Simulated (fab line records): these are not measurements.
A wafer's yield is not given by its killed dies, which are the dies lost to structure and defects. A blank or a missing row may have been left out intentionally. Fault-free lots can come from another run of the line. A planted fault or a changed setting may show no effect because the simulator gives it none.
Matching of chambers    flow nand-harc    4 sister chambers for NHARC_P_M2_CMP_23 on cmp-04
The step polishes, t overpolish 20 s, target thk 144.3 nm. 4 wafers are shown with their chamber, then 8 later ones without.

== WAFERS PAIRED WITH THEIR CHAMBERS ==
wafer   chamber  motor-current-A (A)
L083.4  0        11.4
L083.6  3        13.3
L089.5  2        12.2
L094.1  1        13.6

== WAFERS WITH NO CHAMBER GIVEN ==
wafer   motor-current-A (A)
L094.3  11.8
L094.6  11.7
L095.1  11.4
L095.2  13.4
L095.3  12.0
L097.1  13.3
L097.2  12.0
L097.3  13.0

== CHAMBER TAKEN BY EACH ==
wafer   from the rows above      in truth
L094.3  can't be placed: 2 or 0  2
L094.6  can't be placed: 0 or 2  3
L095.1  0                        0
L095.2  can't be placed: 3 or 1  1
L095.3  can't be placed: 2 or 0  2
L097.1  can't be placed: 3 or 1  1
L097.2  can't be placed: 2 or 0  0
L097.3  can't be placed: 3 or 1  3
Placed correctly: 1 of 8. Unplaceable from these rows: 7, with the true chamber sitting among the candidates in 6. Number placed wrongly: 0.
How it was worked out, from the rows above alone: a wafer's distance from a chamber is the root of the sum, over the readings, of the square of ((its reading less the chamber's mean) divided by the reading's scatter). If the next closest chamber is less than 2 further off than the closest, the wafer can't be placed; otherwise it belongs to the closest. A chamber's mean is the mean of its shown wafers. The scatter: with one shown wafer a chamber, the root of the mean of the squares of how far each hidden wafer lies from its nearest shown one.
